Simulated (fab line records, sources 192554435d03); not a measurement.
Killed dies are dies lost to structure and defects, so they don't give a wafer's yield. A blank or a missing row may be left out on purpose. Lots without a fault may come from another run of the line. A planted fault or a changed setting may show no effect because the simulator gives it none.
Chamber matching | flow n5_finfet | N5_BEOL_M8_STRIP_19 on rie_diel-03: 4 sister chambers
The step strips in O2. 14 wafers are shown with their chamber, then 7 later ones without.

WAFERS WITH THEIR CHAMBER
wafer  | chamber | drypump_motor_current_A (A) | showerhead_plenum_p_Torr (Torr) | throttle_valve_pct (%)
L074.1 | 1       | 5.77                        | 2.02                            | 16.92
L074.4 | 3       | 5.65                        | 1.97                            | 16.47
L074.6 | 0       | 5.51                        | 2.08                            | 16.87
L075.2 | 1       | 5.76                        | 2.01                            | 16.91
L075.3 | 2       | 5.95                        | 2.15                            | 16.77
L075.4 | 3       | 5.62                        | 1.97                            | 16.48
L085.2 | 0       | 5.52                        | 2.07                            | 16.42
L085.3 | 1       | 5.77                        | 2.00                            | 16.99
L085.4 | 2       | 5.95                        | 2.14                            | 16.83
L087.1 | 0       | 5.53                        | 2.06                            | 16.42
L087.2 | 3       | 5.67                        | 1.95                            | 16.54
L087.6 | 3       | 5.65                        | 1.95                            | 16.57
L096.1 | 1       | 5.74                        | 2.00                            | 17.02
L096.2 | 0       | 5.54                        | 2.06                            | 16.41

SIGNATURES (means of the wafers above)
reading                  | chamber 0 | chamber 1 | chamber 2 | chamber 3 | scatter within a chamber
drypump_motor_current_A  | 5.5250    | 5.7600    | 5.9500    | 5.6475    | 0.0154
showerhead_plenum_p_Torr | 2.0675    | 2.0075    | 2.1450    | 1.9600    | 0.01
throttle_valve_pct       | 16.5300   | 16.9600   | 16.8000   | 16.5150   | 0.131
Rule: a wafer's distance from a chamber is the root of the sum, over the readings, of the square of ((its reading less the chamber's mean) divided by the reading's scatter). The wafer belongs to the nearest chamber; if the next one is less than 2 further off, it can't be placed. The scatter: the root of (the sum of the squares of (reading less its chamber's mean) over the shown wafers, divided by (wafers less chambers)).

WAFERS WITHOUT THEIR CHAMBER
wafer  | drypump_motor_current_A (A) | showerhead_plenum_p_Torr (Torr) | throttle_valve_pct (%)
L096.5 | 5.53                        | 2.06                            | 16.43
L093.2 | 5.64                        | 1.95                            | 16.58
L093.3 | 5.52                        | 2.06                            | 16.46
L093.6 | 5.53                        | 2.06                            | 16.46
L095.1 | 5.93                        | 2.13                            | 16.37
L095.2 | 5.65                        | 1.95                            | 16.57
L095.6 | 5.55                        | 2.06                            | 16.46

WHICH CHAMBER EACH WENT THROUGH
wafer  | from the rows above | in truth
L096.5 | 0                   | 0
L093.2 | 3                   | 3
L093.3 | 0                   | 0
L093.6 | 0                   | 0
L095.1 | 2                   | 2
L095.2 | 3                   | 3
L095.6 | 0                   | 0
Placed correctly: 7 of 7. Can't be placed from these rows: 0. Placed wrongly: 0.
